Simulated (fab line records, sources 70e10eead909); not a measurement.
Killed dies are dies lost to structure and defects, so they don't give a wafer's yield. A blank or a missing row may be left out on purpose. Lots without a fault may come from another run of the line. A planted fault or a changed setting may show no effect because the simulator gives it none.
fab line records | flow nand_harc
record lots=7 wafers=21 last_day=32
route steps=1302 shown A_CHANNEL_HOLE_D2@607 A_CHANNEL_FILL_D2@610
lots that met no fault: from a run of the same line without faults
start_h: hours from the record's first day to the start of the lot's first wafer shown | wait_h: hours since the lot's step before | " the same as in the row above | L1.1+2: a row that stands for several wafers | - no value, or no start given | * or withheld: withheld | < > ~ a bound
route shown NAME@n: a module of which the file shows steps, and the number in the route of the first | usual: mean/standard deviation of fault-free wafers | same: alike in all rows | chamber/n: place in a boat | sites: the reading at each site | _std_site: their standard deviation | _edge_site: outer sites' mean less inner sites' | radius_mm: how far each site lies from the wafer's centre | mask NAME#n: copy n | behind: the tool/chamber that last shaped the wafer | hold: why the lot was held/for how many hours/how that ended | device: the transistor (n, p or np) that didn't switch | end of line: the same wafers' tests at the end of the route | a step without rows: its recipe alone | killed: dies lost to structure and defects at the first sort, not the wafer's yield | map: a wafer's dies, x killed, . not, _ none there
set.NAME: the setting as run; set.NAME@STEP: as run at that earlier step | model.NAME: the simulator's own value behind a step, which no gauge read
lots at some steps of the route; a table a step, a row a wafer
services: from which hour (start_h, from the record's first day; less than 0 if before it) a tool's chamber was out of use, for how many hours, and why
## steps
# step NHARC_A_CHANNEL_HOLE_D2_CD_MEAS_31
# usual cd_nm=89.8/1
# columns lot.wafer tool chamber start_h wait_h cd_nm
L951.2 cd_sem-03 - 325.28 - 89.3
L951.3 " - " " 88.6
L951.5 " - " " 88.5
L950.3 cd_sem-02 - 326.38 - 88.4
L950.5 " - " " 89.6
L950.6 " - " " 90.2
L957.1 cd_sem-02 - 395.87 - 90.5
L957.2 " - " " 90.6
L957.4 " - " " 90.7
L962.1 cd_sem-03 - 445.39 - 89.4
L962.2 " - " " 90.2
L962.5 " - " " 89.1
L963.2 cd_sem-02 - 445.91 - 90.2
L963.4 " - " " 89.7
L963.5 " - " " 89.4
L964.1 cd_sem-01 - 476.49 - 89.9
L964.2 " - " " 89.3
L964.6 " - " " 88.5
L967.3 cd_sem-01 - 495.21 - 89.9
L967.4 " - " " 89.8
L967.5 " - " " 88.5
# step NHARC_A_CHANNEL_HOLE_D2_XSEM_32
# recipe landing_energy_ev=35000
# usual bot_cd_nm=74.4/1.2 bow_nm=8.58/0.29 tilt_deg=0.08/0.048
# columns lot.wafer tool chamber start_h wait_h bot_cd_nm bow_nm tilt_deg
L951.2 xsem-02 0 325.37 0.1 73.9 8.46 0.09
L951.3 " 0 " " 73.4 8.48 0.09
L951.5 " 0 " " 72.8 8.53 0.09
L950.3 xsem-01 0 326.47 0.1 72.6 8.60 -0.01
L950.5 " 0 " " 74.3 8.56 -0.01
L950.6 " 0 " " 73.9 8.62 -0.01
L957.1 xsem-02 0 395.97 0.1 75.4 8.84 0.04
L957.2 " 0 " " 74.5 8.73 0.04
L957.4 " 0 " " 75.6 8.75 0.04
L962.1 xsem-02 0 445.48 0.1 73.8 9.00 0.18
L962.2 " 0 " " 75.2 9.10 0.18
L962.5 " 0 " " 73.9 9.00 0.18
L963.2 xsem-01 0 446.00 0.1 74.3 8.85 0.09
L963.4 " 0 " " 74.3 9.04 0.09
L963.5 " 0 " " 73.7 8.86 0.09
L964.1 xsem-02 0 476.59 0.1 75.8 8.54 0.09
L964.2 " 0 " " 75.3 8.54 0.09
L964.6 " 0 " " 74.6 8.49 0.09
L967.3 xsem-02 0 495.30 0.1 74.1 8.40 0.07
L967.4 " 0 " " 75.3 8.35 0.07
L967.5 " 0 " " 73.1 8.45 0.07
# step NHARC_A_CHANNEL_HOLE_D2_INSPECT_40
# usual raw_defect_count=296/78
# columns lot.wafer tool chamber start_h wait_h raw_defect_count
L951.2 defect_inspect-02 - 325.47 - 213
L951.3 " - " " 334
L951.5 " - " " 172
L950.3 defect_inspect-02 - 326.56 - 290
L950.5 " - " " 309
L950.6 " - " " 253
L957.1 defect_inspect-02 - 396.06 - 220
L957.2 " - " " 353
L957.4 " - " " 256
L962.1 defect_inspect-01 - 445.58 - 292
L962.2 " - " " 351
L962.5 " - " " 460
L963.2 defect_inspect-01 - 446.09 - 233
L963.4 " - " " 224
L963.5 " - " " 347
L964.1 defect_inspect-02 - 476.69 - 362
L964.2 " - " " 390
L964.6 " - " " 324
L967.3 defect_inspect-01 - 495.39 - 296
L967.4 " - " " 235
L967.5 " - " " 386
# step NHARC_A_CHANNEL_FILL_D2_PRECLEAN_00
# recipe time_s=* temp_c=50 bath_age_min=0 chemistry=SC1
# step NHARC_A_CHANNEL_FILL_D2_SRD_01
# step NHARC_A_CHANNEL_FILL_D2_ALD_02
# recipe target_thk_a=60 pulse_time_s=10 ald_cycles=60 temp_c=300 material=SiO2
# step NHARC_A_CHANNEL_FILL_D2_ALD_03
# recipe target_thk_a=60 pulse_time_s=60 ald_cycles=58 temp_c=630 pressure_torr=2 material=SiNx
# step NHARC_A_CHANNEL_FILL_D2_ALD_14
# recipe target_thk_a=25 pulse_time_s=10 ald_cycles=25 temp_c=300 material=SiO2
# usual heater_power_outer_w=266/23 heater_power_w=464/32 precursor_pulse_height_rel=0.999/0.02
# columns lot.wafer tool chamber start_h wait_h heater_power_outer_w heater_power_w precursor_pulse_height_rel
L950.3 ald_hk-04 2 334.18 1.5 275 481 0.990
L950.6 " 3 " " 262 447 0.978
L950.5 " 0 " " 259 462 1.002
L951.2 ald_hk-04 0 334.29 1.6 261 464 0.978
L951.3 " 3 " " 258 448 0.968
L951.5 " 0 " " 260 448 0.996
L957.2 ald_hk-03 0 403.30 0.1 310 539 1.015
L957.4 " 1 " " 224 421 0.979
L957.1 " 2 " " 279 475 0.988
L963.4 ald_hk-03 0 452.77 0.0 315 540 0.992
L963.2 " 3 " " 253 445 1.004
L963.5 " 0 " " 310 546 1.018
L962.2 ald_hk-02 1 452.84 0.1 301 481 0.985
L962.1 " 2 " " 255 453 1.016
L962.5 " 0 " " 256 472 0.986
L964.1 ald_hk-02 3 483.73 0.0 275 467 1.006
L964.2 " 2 " " 258 447 0.993
L964.6 " 0 " " 257 461 1.002
L967.3 ald_hk-04 0 502.59 0.0 268 485 0.951
L967.4 " 3 " " 263 440 0.984
L967.5 " 1 " " 228 419 0.994
# step NHARC_A_CHANNEL_FILL_D2_ALD_15
# recipe target_thk_a=20 pulse_time_s=60 ald_cycles=19 temp_c=630 pressure_torr=2 material=SiNx
# usual chamber_pressure_Torr=2.000/0.0048 precursor_pulse_height_rel=0.999/0.02
# columns lot.wafer tool chamber start_h wait_h chamber_pressure_Torr precursor_pulse_height_rel
L950.3 ald_sin_batch-02 0 - - 1.996 1.014
L950.5 " 0 " " 2.000 1.029
L950.6 " 0 " " 1.995 0.996
L951.2 ald_sin_batch-02 0 - - 1.996 0.996
L951.3 " 0 " " 2.001 0.973
L951.5 " 0 " " 2.009 1.015
L957.1 ald_sin_batch-02 0 - - 2.004 1.023
L957.2 " 0 " " 2.006 1.033
L957.4 " 0 " " 2.005 0.999
L962.1 ald_sin_batch-02 0 - - 2.003 0.988
L962.2 " 0 " " 1.999 0.988
L962.5 " 0 " " 2.005 0.975
L963.2 ald_sin_batch-02 0 - - 1.997 1.012
L963.4 " 0 " " 1.999 1.016
L963.5 " 0 " " 2.003 0.980
L964.1 ald_sin_batch-03 0 - - 2.000 1.002
L964.2 " 0 " " 2.000 1.011
L964.6 " 0 " " 2.005 0.995
L967.3 ald_sin_batch-01 0 - - 1.997 1.021
L967.4 " 0 " " 1.996 1.022
L967.5 " 0 " " 2.005 1.015
# step NHARC_A_CHANNEL_FILL_D2_ALD_16
# recipe target_thk_a=15 pulse_time_s=10 ald_cycles=15 temp_c=300 material=SiO2
# usual heater_power_outer_w=268/25 heater_power_w=465/33 precursor_pulse_height_rel=1.000/0.021
# columns lot.wafer tool chamber start_h wait_h heater_power_outer_w heater_power_w precursor_pulse_height_rel
L950.3 ald_hk-03 3 339.20 0.0 245 421 0.983
L950.6 " 3 " " 240 439 1.006
L950.5 " 0 " " 315 557 1.000
L951.3 ald_hk-02 3 339.23 0.1 275 461 0.956
L951.2 " 1 " " 278 458 0.989
L951.5 " 0 " " 254 458 1.001
L957.4 ald_hk-03 3 408.47 0.1 246 422 1.030
L957.2 " 0 " " 308 567 1.016
L957.1 " 1 " " 228 421 1.010
L963.2 ald_hk-04 0 457.95 0.0 257 481 1.005
L963.4 " 2 " " 259 435 0.973
L963.5 " 0 " " 260 469 1.033
L962.1 ald_hk-02 0 457.97 0.1 257 470 1.010
L962.2 " 1 " " 298 488 1.032
L962.5 " 3 " " 267 465 1.024
L964.2 ald_hk-03 0 488.87 0.0 316 539 0.998
L964.1 " 2 " " 280 475 1.019
L964.6 " 0 " " 311 555 0.956
L967.3 ald_hk-02 1 507.78 0.1 299 481 1.003
L967.4 " 2 " " 261 452 1.003
L967.5 " 1 " " 310 496 0.988
# step NHARC_A_CHANNEL_FILL_D2_ANNEAL_17
# recipe temp_c=850 time_s=1800
# step NHARC_A_CHANNEL_FILL_D2_CVD_18
# recipe target_thk_a=30 temp_c=550 material=poly-Si
# step NHARC_A_CHANNEL_FILL_D2_ETCHBACK_19
# recipe target_depth_a=50 time_s=1.7 hbr_flow_sccm=150 cl2_flow_sccm=50 rf_w=400 icp_w=400 bias_w=100 chemistry=HBr/Cl2
# usual bias_w=100.0/0.3 chamber_pressure_mTorr=14.999/0.013 drypump_motor_current_A=5.9/0.53 oes_product_au=1.002/0.0078 throttle_valve_pct=26.405/0.0082
# columns lot.wafer tool chamber start_h wait_h bias_w chamber_pressure_mTorr drypump_motor_current_A oes_product_au rf_hours_counter_h throttle_valve_pct
L951.2 rie_si-06 1 350.62 0.4 99.8 15.003 5.5 1.001 0.6 26.409
L951.3 " 2 " " 100.5 14.994 6.6 1.008 0.6 26.416
L951.5 " 0 " " 99.6 14.987 6.3 1.003 - 26.406
L950.3 rie_si-01 0 350.63 0.4 100.3 14.989 5.7 0.993 1.1 26.404
L950.5 " 3 " " 100.5 15.005 6.6 1.006 - 26.422
L950.6 " 0 " " 100.3 15.002 5.7 0.999 - 26.424
L957.4 rie_si-01 0 420.23 0.4 100.0 14.998 5.7 0.987 0.2 26.398
L957.2 " 2 " " 100.1 15.012 6.1 0.978 0.2 26.406
L957.1 " 3 " " 100.4 14.998 6.6 1.003 0.2 26.392
L962.1 rie_si-06 3 469.88 0.4 - - - - - -
L962.2 " 2 " " - - - - - -
L962.5 " 3 " " - - - - - -
L963.2 rie_si-04 0 469.90 0.4 - - - - - -
L963.4 " 2 " " - - - - - -
L963.5 " 3 " " - - - - - -
L964.1 rie_si-01 1 500.31 0.4 - - - - - -
L964.2 " 2 " " - - - - - -
L964.6 " 3 " " - - - - - -
L967.4 rie_si-06 1 519.66 0.4 100.3 14.988 5.5 0.994 0.5 26.392
L967.3 " 2 " " 100.1 14.995 6.6 0.999 0.5 26.409
L967.5 " 3 " " 99.9 14.990 5.0 1.001 - 26.385
# step NHARC_A_CHANNEL_FILL_D2_ETCHBACK_20
# recipe target_depth_a=270 time_s=13.5 c4f8_flow_sccm=withheld o2_flow_sccm=8 ar_flow_sccm=withheld rf_w=600 bias_w=1500 chemistry=C4F8/O2/Ar
# usual bias_w=1499/4.1 chamber_pressure_mTorr=24.999/0.022 oes_product_au=0.988/0.024 rf_vpp_V=980/6.6
# columns lot.wafer tool chamber start_h wait_h bias_w chamber_pressure_mTorr oes_product_au rf_hours_counter_h rf_vpp_V
L951.2 rie_diel-11 3 350.74 - 1501 25.029 1.001 3.7 988
L951.3 " 0 " " 1501 25.007 1.011 3.7 971
L951.5 " 2 " " 1499 24.984 1.009 - 972
L950.3 rie_diel-01 3 350.78 - 1490 24.991 0.992 2.8 983
L950.5 " 0 " " 1492 25.008 0.991 - 976
L950.6 " 1 " " 1499 24.983 0.998 - 981
L957.2 rie_diel-11 3 420.36 - 1503 24.973 1.002 6.5 989
L957.4 " 0 " " 1497 24.979 0.998 6.4 971
L957.1 " 1 " " 1495 24.991 0.992 5.5 986
L963.4 rie_diel-11 2 470.01 - 1495 24.998 1.021 0.2 972
L963.2 " 3 " " 1497 25.012 0.995 0.2 987
L963.5 " 2 " " 1498 25.004 1.011 - 970
L962.2 rie_diel-01 0 470.01 - 1508 24.966 0.956 2.1 975
L962.1 " 2 " " 1503 24.999 0.958 2.7 988
L962.5 " 0 " " 1507 24.992 0.961 - 975
L964.1 rie_diel-11 1 500.42 - 1503 25.011 0.931 0.8 987
L964.2 " 2 " " 1496 24.965 0.939 0.9 972
L964.6 " 1 " " 1503 25.011 0.931 - 986
L967.3 rie_diel-11 0 519.77 - 1499 25.036 1.009 1.7 973
L967.4 " 2 " " 1508 24.942 1.009 1.5 971
L967.5 " 3 " " 1492 25.005 0.998 - 987
## services
# columns tool chamber start_h hours kind
xsem-01 - 314.13 1.4 repair
rie_si-04 2 316.42 13.3 repair
rie_diel-11 0 321.25 2.1 repair
rie_diel-11 1 328.37 3.0 repair
rie_diel-01 0 336.82 9.0 repair
rie_si-04 - 342.00 9.0 pm
rie_diel-11 1 345.06 5.2 repair
rie_si-01 2 348.51 2.8 repair
ald_hk-02 - 349.30 10.0 pm
xsem-02 - 356.66 1.2 repair
rie_si-01 - 370.00 9.0 pm
xsem-01 - 374.00 14.0 pm
rie_diel-01 3 377.88 2.0 repair
rie_diel-01 - 380.87 9.0 pm
rie_diel-11 1 388.81 2.1 repair
ald_hk-03 - 390.00 10.0 pm
ald_hk-04 - 405.85 0.3 repair
rie_si-06 - 426.00 9.0 pm
rie_diel-11 1 430.58 3.1 repair
rie_diel-11 - 431.28 10.7 repair
ald_hk-04 - 432.49 10.0 pm
rie_diel-01 3 474.94 6.9 repair
rie_diel-01 1 502.91 4.8 repair
rie_diel-01 1 516.74 14.3 repair
## key
first_sign step=NHARC_A_CHANNEL_FILL_D2_ETCHBACK_19 reading=tool_record direction=missing
effect none on later readings
met_at NHARC_A_CHANNEL_FILL_D2_ETCHBACK_19
struck_wafers L962.1,L962.2,L962.5,L963.2,L963.4,L963.5,L964.1,L964.2,L964.6
later_rows_left_out L962.1,L962.2,L962.5,L963.2,L963.4,L963.5,L964.1,L964.2,L964.6
sort_left_out L962.1,L962.2,L962.5,L963.2,L963.4,L963.5,L964.1,L964.2,L964.6
tester_left_out L962,L963,L964
onset_between 420.23 469.88
fault kind=skipped_step_whole tool=rie_si-01,rie_si-04,rie_si-06 chamber=- onset_h=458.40 steps=NHARC_A_CHANNEL_FILL_D2_ETCHBACK_19 scope=struck_lots_only
# tester_left_out: of these lots the tester's yield and bins aren't shown, on N5 and GAA mostly nor the transistor test; their killed dies are dies lost to structure and defects alone, not to doping, threshold or leakage, so they don't give the yield
# sort_left_out: the simulated sort isn't trusted on such a fault, so these wafers' sort isn't shown, and their yield isn't known
# later_rows_left_out: the simulator's readings of these wafers behind a module that went badly wrong aren't trusted and aren't shown, but for the sort
